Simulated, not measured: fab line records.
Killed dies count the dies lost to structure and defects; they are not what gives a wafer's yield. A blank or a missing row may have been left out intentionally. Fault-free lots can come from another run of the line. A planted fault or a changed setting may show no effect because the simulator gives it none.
Which tool did it? + flow nand harc + Sampling: 24 lots, 72 wafers, 6 of 1159 route steps

WHAT THE GAUGES SHOWED, per wafer
NHARC_A_CONTACT_INSPECT_23. Usual: raw defect count reads 434 (standard deviation 150).
| lot  | measured     | on                | raw defect count | flag |
|------|--------------|-------------------|------------------|------|
| L075 | day 17 12:08 | defect inspect-01 | 237 421 463      |      |
| L074 | day 17 13:34 | defect inspect-01 | 379 492 334      |      |
| L077 | day 17 22:25 | defect inspect-01 | 378 257 371      |      |
| L078 | day 17 22:33 | defect inspect-01 | 355 351 301      |      |
| L076 | day 18 02:31 | defect inspect-01 | 358 259 381      |      |
| L080 | day 18 14:37 | defect inspect-02 | 291 369 294      |      |
| L079 | day 18 14:40 | defect inspect-01 | 362 602 389      |      |
| L083 | day 18 20:50 | defect inspect-01 | 452 380 408      |      |
| L082 | day 19 08:23 | defect inspect-02 | 387 361 465      |      |
| L085 | day 19 13:26 | defect inspect-02 | 253 357 314      |      |
| L081 | day 19 20:16 | defect inspect-01 | 309 380 417      |      |
| L084 | day 20 01:52 | defect inspect-01 | 856 654 402      |      |
| L087 | day 20 02:37 | defect inspect-01 | 317 299 313      |      |
| L086 | day 20 03:23 | defect inspect-02 | 540 571 459      |      |
| L089 | day 20 15:05 | defect inspect-02 | 1173 548 713     |      |
| L088 | day 20 22:55 | defect inspect-02 | 254 377 289      |      |
| L090 | day 21 03:40 | defect inspect-01 | 427 381 396      |      |
| L091 | day 21 10:23 | defect inspect-01 | 641 433 414      |      |
| L093 | day 21 17:17 | defect inspect-02 | 389 267 400      |      |
| L092 | day 21 18:29 | defect inspect-02 | 580 668 493      |      |
| L095 | day 21 22:19 | defect inspect-02 | 338 341 381      |      |
| L094 | day 21 23:58 | defect inspect-02 | 620 403 476      |      |
| L097 | day 22 11:34 | defect inspect-01 | 380 643 513      |      |
| L096 | day 22 17:10 | defect inspect-02 | 445 497 382      |      |

NHARC_A_M1_OVL_MEAS_10: pitch 240 nm. Usual: overlay x nm 0.0 nm, standard deviation 0.91; overlay y nm 0.2 nm, standard deviation 0.98.
| lot  | measured     | on         | overlay x nm (nm) | overlay y nm (nm) | flag |
|------|--------------|------------|-------------------|-------------------|------|
| L075 | day 18 09:05 | overlay-02 | -1.4 -1.6 -0.6    | 0.6 0.7 0.3       |      |
| L074 | day 18 08:55 | overlay-01 | 0.3 0.1 -0.1      | 0.3 0.2 0.7       |      |
| L077 | day 18 09:14 | overlay-01 | 0.8 0.7 1.4       | 0.1 0.2 0.2       |      |
| L078 | day 18 09:23 | overlay-02 | 1.4 1.0 1.8       | -0.8 -1.5 -1.2    |      |
| L076 | day 18 11:08 | overlay-01 | 0.4 -0.2 0.0      | 0.8 0.4 0.0       |      |
| L080 | day 18 23:30 | overlay-02 | 1.3 0.9 0.8       | 1.6 1.3 1.2       |      |
| L079 | day 19 00:40 | overlay-02 | -0.9 -0.2 0.0     | -0.5 0.2 -0.5     |      |
| L083 | day 19 09:36 | overlay-02 | -1.8 -1.1 -1.4    | -0.6 -0.1 -0.9    |      |
| L082 | day 19 19:46 | overlay-02 | -1.0 -1.0 -1.0    | -1.3 -0.9 -0.9    |      |
| L085 | day 20 02:16 | overlay-01 | -0.5 -1.1 -1.0    | 0.0 0.2 0.4       |      |
| L081 | day 20 07:19 | overlay-02 | -1.2 -2.1 -1.4    | 0.9 0.4 1.3       |      |
| L084 | day 20 10:43 | overlay-02 | 0.4 0.5 0.6       | 1.3 1.2 0.8       |      |
| L087 | day 20 11:16 | overlay-02 | 0.1 0.5 1.3       | -1.2 -0.9 -1.0    |      |
| L086 | day 20 12:16 | overlay-01 | 0.2 -0.4 -0.3     | -0.2 -0.6 0.0     |      |
| L089 | day 21 01:38 | overlay-02 | 0.6 0.8 0.9       | 1.0 1.2 1.2       |      |
| L088 | day 21 08:18 | overlay-02 | 0.9 0.4 0.9       | 0.3 1.1 0.7       |      |
| L090 | day 21 14:33 | overlay-01 | 0.0 0.1 -0.4      | -1.6 -1.5 -1.6    |      |
| L091 | day 21 22:47 | overlay-01 | 0.5 1.0 1.2       | -1.7 -1.5 -1.1    |      |
| L093 | day 22 02:01 | overlay-01 | -0.5 -0.6 -0.2    | 1.7 2.3 1.7       |      |
| L092 | day 22 04:03 | overlay-01 | -0.5 -0.8 -0.1    | -0.8 -0.8 -1.1    |      |
| L095 | day 22 07:01 | overlay-02 | 0.9 0.9 0.5       | 0.8 0.7 0.5       |      |
| L094 | day 22 11:02 | overlay-01 | -1.3 -0.8 -1.2    | 0.7 1.0 0.7       |      |
| L097 | day 22 21:29 | overlay-01 | -0.5 -0.4 -0.6    | 1.3 1.5 1.9       |      |
| L096 | day 23 06:02 | overlay-01 | 0.7 0.7 0.7       | 0.6 0.2 0.3       |      |

NHARC_A_BONDPAD_CD_MEAS_09 targets a cd of 500 nm. Usual: cd nm reads 500.6 nm (standard deviation 2).
| lot  | measured     | on        | cd nm (nm)        | flag |
|------|--------------|-----------|-------------------|------|
| L075 | day 18 14:55 | cd sem-01 | 498.1 501.6 498.0 |      |
| L074 | day 18 14:44 | cd sem-02 | 502.2 501.7 501.1 |      |
| L077 | day 18 14:58 | cd sem-02 | 498.0 500.7 501.1 |      |
| L078 | day 18 14:59 | cd sem-01 | 502.5 500.9 498.5 |      |
| L076 | day 18 15:59 | cd sem-03 | 502.3 501.5 501.5 |      |
| L080 | day 19 04:17 | cd sem-01 | 503.4 504.1 502.1 |      |
| L079 | day 19 05:22 | cd sem-02 | 502.2 502.0 502.7 |      |
| L083 | day 19 14:07 | cd sem-01 | 502.3 501.4 501.0 |      |
| L082 | day 20 00:22 | cd sem-03 | 501.5 502.1 503.4 |      |
| L085 | day 20 06:52 | cd sem-02 | 501.5 501.0 501.9 |      |
| L081 | day 20 12:01 | cd sem-02 | 502.2 504.4 503.8 |      |
| L084 | day 20 15:11 | cd sem-03 | 500.8 498.8 501.0 |      |
| L087 | day 20 15:58 | cd sem-03 | 501.3 498.0 498.1 |      |
| L086 | day 20 16:52 | cd sem-02 | 499.0 503.1 499.6 |      |
| L089 | day 21 06:10 | cd sem-02 | 500.5 499.8 496.7 |      |
| L088 | day 21 12:55 | cd sem-03 | 503.1 504.3 501.9 |      |
| L090 | day 21 19:04 | cd sem-03 | 499.5 500.7 500.2 |      |
| L091 | day 22 03:17 | cd sem-01 | 499.4 497.2 499.1 |      |
| L093 | day 22 06:40 | cd sem-01 | 498.3 497.0 500.0 |      |
| L092 | day 22 08:41 | cd sem-01 | 496.3 497.4 500.3 |      |
| L095 | day 22 11:50 | cd sem-01 | 499.7 502.3 498.7 |      |
| L094 | day 22 15:31 | cd sem-03 | 502.3 501.2 500.7 |      |
| L097 | day 23 02:07 | cd sem-01 | 500.6 499.1 501.6 |      |
| L096 | day 23 10:45 | cd sem-02 | 503.4 501.0 502.8 |      |

WHICH TOOL RAN EACH LOT (tool, then ch and the chambers of the sampled wafers, then the start)
| lot  | NHARC_A_CONTACT_ETCH_92            | NHARC_A_M0_ETCH_15                            | NHARC_A_M1_DEGAS_29          |
|------|------------------------------------|-----------------------------------------------|------------------------------|
| L075 | rie diel-03 ch 0,2, day 17 01:40   | rie diel-13 ch 0,1,2, day 18 09:05 or earlier | pvd sputter-02, day 18 10:20 |
| L074 | rie diel-03 ch 0,2, day 17 02:44   | rie diel-13 ch 1,3, day 18 08:55 or earlier   | pvd sputter-03, day 18 10:12 |
| L077 | rie diel-12 ch 0,1,2, day 17 15:19 | rie diel-02 ch 0,3, day 18 09:14 or earlier   | pvd sputter-03, day 18 10:30 |
| L078 | rie diel-12 ch 0,1, day 17 17:07   | rie diel-13 ch 0,1,2, day 18 09:23 or earlier | pvd sputter-03, day 18 10:36 |
| L076 | rie diel-03 ch 0,1, day 17 21:19   | rie diel-07 ch 1,2,3, day 18 11:08 or earlier | pvd sputter-01, day 18 12:19 |
| L080 | rie diel-03 ch 0,2,3, day 18 05:41 | rie diel-07 ch 1,2,3, day 18 23:30 or earlier | pvd sputter-02, day 19 00:41 |
| L079 | rie diel-12 ch 1,2,3, day 18 08:19 | rie diel-02 ch 0,1,3, day 19 00:40 or earlier | pvd sputter-03, day 19 01:50 |
| L083 | rie diel-12 ch 1,2, day 18 17:58   | rie diel-02 ch 0,2,3, day 19 09:36 or earlier | pvd sputter-02, day 19 10:45 |
| L082 | rie diel-03 ch 0,2,3, day 19 00:42 | rie diel-13 ch 2,3, day 19 19:46 or earlier   | pvd sputter-02, day 19 20:54 |
| L085 | rie diel-06 ch 0,3, day 19 08:04   | rie diel-02 ch 2,3, day 20 02:16 or earlier   | pvd sputter-02, day 20 03:24 |
| L081 | rie diel-03 ch 1,2, day 19 10:26   | rie diel-07 ch 0,1,2, day 20 07:19 or earlier | pvd sputter-02, day 20 08:30 |
| L084 | rie diel-12 ch 0,1,2, day 19 16:45 | rie diel-13 ch 0,2, day 20 10:43 or earlier   | pvd sputter-01, day 20 11:50 |
| L087 | rie diel-12 ch 2,3, day 19 22:32   | rie diel-07 ch 0,2, day 20 11:16 or earlier   | pvd sputter-01, day 20 12:24 |
| L086 | rie diel-12 ch 0,1,2, day 20 00:44 | rie diel-13 ch 0,1,2, day 20 12:16 or earlier | pvd sputter-02, day 20 13:24 |
| L089 | rie diel-03 ch 1,2, day 20 10:37   | rie diel-07 ch 0,1,2, day 21 01:38 or earlier | pvd sputter-01, day 21 02:45 |
| L088 | rie diel-03 ch 2,3, day 20 19:17   | rie diel-02 ch 2,3, day 21 08:18 or earlier   | pvd sputter-01, day 21 09:34 |
| L090 | rie diel-06 ch 0,2, day 21 00:50   | rie diel-02 ch 2,3, day 21 14:33 or earlier   | pvd sputter-03, day 21 15:40 |
| L091 | rie diel-12 ch 0,2, day 21 07:41   | rie diel-13 ch 0,1,2, day 21 22:47 or earlier | pvd sputter-03, day 21 23:54 |
| L093 | rie diel-03 ch 1,2,3, day 21 10:55 | rie diel-07 ch 0,1,3, day 22 02:01 or earlier | pvd sputter-02, day 22 03:09 |
| L092 | rie diel-03 ch 0,1,2, day 21 13:56 | rie diel-07 ch 0,2,3, day 22 04:03 or earlier | pvd sputter-01, day 22 05:10 |
| L095 | rie diel-03 ch 0,1, day 21 19:09   | rie diel-07 ch 1,2,3, day 22 07:01 or earlier | pvd sputter-01, day 22 08:07 |
| L094 | rie diel-06 ch 0,2,3, day 21 21:19 | rie diel-07 ch 1,2,3, day 22 11:02 or earlier | pvd sputter-03, day 22 12:10 |
| L097 | rie diel-06 ch 1,2,3, day 22 08:17 | rie diel-13 ch 2,3, day 22 21:29 or earlier   | pvd sputter-02, day 22 22:37 |
| L096 | rie diel-12 ch 0,1, day 22 13:55   | rie diel-13 ch 0,3, day 23 06:02 or earlier   | pvd sputter-01, day 23 07:09 |
- NHARC_A_CONTACT_ETCH_92: etches the open film in CH3F/O2, target depth 40 nm, time 85.7 s.
- NHARC_A_M0_ETCH_15: etches the open film in C4F8/Ar, target depth 150 nm, overetch 15 nm, time 82.5 s.
- NHARC_A_M1_DEGAS_29: time 60 s.

AS READ BY THE TOOLS THEMSELVES (means over the sampled wafers that have a number; for cases with no such wafer, the mark the record gives instead)
NHARC_A_CONTACT_ETCH_92. Usual: chamber pressure mTorr 24.997 mTorr, standard deviation 0.022; drypump motor current A 5.7 A, standard deviation 0.41; oes product au 0.94 a.u., standard deviation 0.035; rf vpp V 243.8 V, standard deviation 1.4; showerhead plenum p Torr 2.42 Torr, standard deviation 0.084; throttle valve pct 20.663 %, standard deviation 0.008.
| lot  | tool        | chamber pressure mTorr (mTorr) | drypump motor current A (A) | oes product au (a.u.) | rf vpp V (V) | showerhead plenum p Torr (Torr) | throttle valve pct (%) | flag |
|------|-------------|--------------------------------|-----------------------------|-----------------------|--------------|---------------------------------|------------------------|------|
| L075 | rie diel-03 | 24.993                         | 5.6                         | 0.93                  | 243.2        | 2.34                            | 20.655                 |      |
| L074 | rie diel-03 | 24.986                         | 5.6                         | 0.93                  | 242.9        | 2.34                            | 20.659                 |      |
| L077 | rie diel-12 | 24.966                         | 5.8                         | 1.00                  | 244.6        | 2.47                            | 20.666                 |      |
| L078 | rie diel-12 | 24.991                         | 5.9                         | 0.99                  | 244.7        | 2.47                            | 20.665                 |      |
| L076 | rie diel-03 | 24.982                         | 6.1                         | 0.93                  | 242.7        | 2.41                            | 20.666                 |      |
| L080 | rie diel-03 | 25.008                         | 5.7                         | 0.93                  | 242.3        | 2.33                            | 20.665                 |      |
| L079 | rie diel-12 | 24.975                         | 5.4                         | 0.91                  | 245.2        | 2.45                            | 20.668                 |      |
| L083 | rie diel-12 | 24.981                         | 5.6                         | 0.92                  | 244.5        | 2.47                            | 20.661                 |      |
| L082 | rie diel-03 | 24.989                         | 5.7                         | 0.92                  | 242.2        | 2.33                            | 20.662                 |      |
| L085 | rie diel-06 | 25.004                         | 5.8                         | 1.00                  | 243.8        | 2.49                            | 20.656                 |      |
| L081 | rie diel-03 | 24.997                         | 5.4                         | 0.92                  | 243.8        | 2.38                            | 20.671                 |      |
| L084 | rie diel-12 | 24.979                         | 5.8                         | 0.99                  | 244.6        | 2.47                            | 20.658                 |      |
| L087 | rie diel-12 | 24.985                         | 5.2                         | 1.00                  | 243.5        | 2.42                            | 20.661                 |      |
| L086 | rie diel-12 | 24.987                         | 5.7                         | 0.92                  | 244.1        | 2.47                            | 20.657                 |      |
| L089 | rie diel-03 | 24.985                         | 5.4                         | 0.93                  | 242.7        | 2.38                            | 20.664                 |      |
| L088 | rie diel-03 | 24.978                         | 5.4                         | 0.93                  | 242.6        | 2.31                            | 20.658                 |      |
| L090 | rie diel-06 | 25.000                         | 5.9                         | 0.93                  | 243.6        | 2.45                            | 20.658                 |      |
| L091 | rie diel-12 | 25.016                         | 5.5                         | 0.93                  | 243.8        | 2.43                            | 20.656                 |      |
| L093 | rie diel-03 | 24.973                         | 5.5                         | 0.93                  | 242.9        | 2.36                            | 20.666                 |      |
| L092 | rie diel-03 | 24.985                         | 5.8                         | 0.93                  | 243.0        | 2.39                            | 20.660                 |      |
| L095 | rie diel-03 | 25.007                         | 5.9                         | 0.92                  | 243.5        | 2.45                            | 20.666                 |      |
| L094 | rie diel-06 | 25.001                         | 5.8                         | 0.93                  | 244.6        | 2.47                            | 20.653                 |      |
| L097 | rie diel-06 | 24.995                         | 6.0                         | 1.00                  | 245.4        | 2.51                            | 20.669                 |      |
| L096 | rie diel-12 | 25.016                         | 5.9                         | 0.99                  | 245.8        | 2.49                            | 20.664                 |      |

NHARC_A_M0_ETCH_15. Usual: chamber pressure mTorr 25.003 mTorr, standard deviation 0.026; oes product au 0.948 a.u., standard deviation 0.023; rf vpp V 441.0 V, standard deviation 2.9.
| lot  | tool        | chamber pressure mTorr (mTorr) | oes product au (a.u.) | rf vpp V (V) | flag |
|------|-------------|--------------------------------|-----------------------|--------------|------|
| L075 | rie diel-13 | 25.000                         | 0.923                 | 439.8        |      |
| L074 | rie diel-13 | 24.990                         | 0.920                 | 438.8        |      |
| L077 | rie diel-02 | 24.979                         | 0.924                 | 442.6        |      |
| L078 | rie diel-13 | 25.021                         | 0.963                 | 439.4        |      |
| L076 | rie diel-07 | 25.018                         | 0.979                 | 441.6        |      |
| L080 | rie diel-07 | 24.991                         | 0.958                 | 441.6        |      |
| L079 | rie diel-02 | 24.998                         | 0.975                 | 444.0        |      |
| L083 | rie diel-02 | 25.015                         | 0.951                 | 441.3        |      |
| L082 | rie diel-13 | 25.012                         | 0.923                 | 440.0        |      |
| L085 | rie diel-02 | 24.999                         | 0.933                 | 442.1        |      |
| L081 | rie diel-07 | 24.999                         | 0.953                 | 442.7        |      |
| L084 | rie diel-13 | 25.009                         | 0.971                 | 438.8        |      |
| L087 | rie diel-07 | 25.020                         | 0.928                 | 443.5        |      |
| L086 | rie diel-13 | 24.987                         | 0.974                 | 439.2        |      |
| L089 | rie diel-07 | 25.001                         | 0.978                 | 442.8        |      |
| L088 | rie diel-02 | 24.999                         | 0.932                 | 442.4        |      |
| L090 | rie diel-02 | 25.009                         | 0.933                 | 441.7        |      |
| L091 | rie diel-13 | 25.006                         | 0.963                 | 439.8        |      |
| L093 | rie diel-07 | 25.007                         | 0.920                 | 441.0        |      |
| L092 | rie diel-07 | 25.002                         | 0.967                 | 440.3        |      |
| L095 | rie diel-07 | 24.985                         | 0.932                 | 440.4        |      |
| L094 | rie diel-07 | 24.987                         | 0.926                 | 440.5        |      |
| L097 | rie diel-13 | 24.987                         | 0.959                 | 439.9        |      |
| L096 | rie diel-13 | 24.995                         | 0.966                 | 437.3        |      |

NHARC_A_M1_DEGAS_29. Usual: heater power w reads 351 W (standard deviation 38).
| lot  | tool           | heater power w (W) | flag |
|------|----------------|--------------------|------|
| L075 | pvd sputter-02 | 344                |      |
| L074 | pvd sputter-03 | 319                |      |
| L077 | pvd sputter-03 | 327                |      |
| L078 | pvd sputter-03 | 317                |      |
| L076 | pvd sputter-01 | 335                |      |
| L080 | pvd sputter-02 | 386                |      |
| L079 | pvd sputter-03 | 325                |      |
| L083 | pvd sputter-02 | 369                |      |
| L082 | pvd sputter-02 | 392                |      |
| L085 | pvd sputter-02 | 368                |      |
| L081 | pvd sputter-02 | 320                |      |
| L084 | pvd sputter-01 | 343                |      |
| L087 | pvd sputter-01 | 359                |      |
| L086 | pvd sputter-02 | 344                |      |
| L089 | pvd sputter-01 | 356                |      |
| L088 | pvd sputter-01 | 352                |      |
| L090 | pvd sputter-03 | 321                |      |
| L091 | pvd sputter-03 | 319                |      |
| L093 | pvd sputter-02 | 363                |      |
| L092 | pvd sputter-01 | 356                |      |
| L095 | pvd sputter-01 | 369                |      |
| L094 | pvd sputter-03 | 327                |      |
| L097 | pvd sputter-02 | 313                |      |
| L096 | pvd sputter-01 | 337                |      |

THE ANSWER, worked out from the rows above alone
Rule: a lot is off if the mean of its wafers that have a number lies more than 3 standard deviations from the usual mean. A lot without any number at a reading at which 4 lots or more have one is off too. Any other lot the step has rows for is counted as sound. Order of review: gauges by route order, followed by the tools' own readings, for which a lot's mean as printed above is used. At the first step where some lot is off, the reading lying furthest off is the one used; lots without a number count as furthest.
Nothing can be told from this: no lot is off at any reading shown.

WHAT THE SIMULATOR HAD INSERTED
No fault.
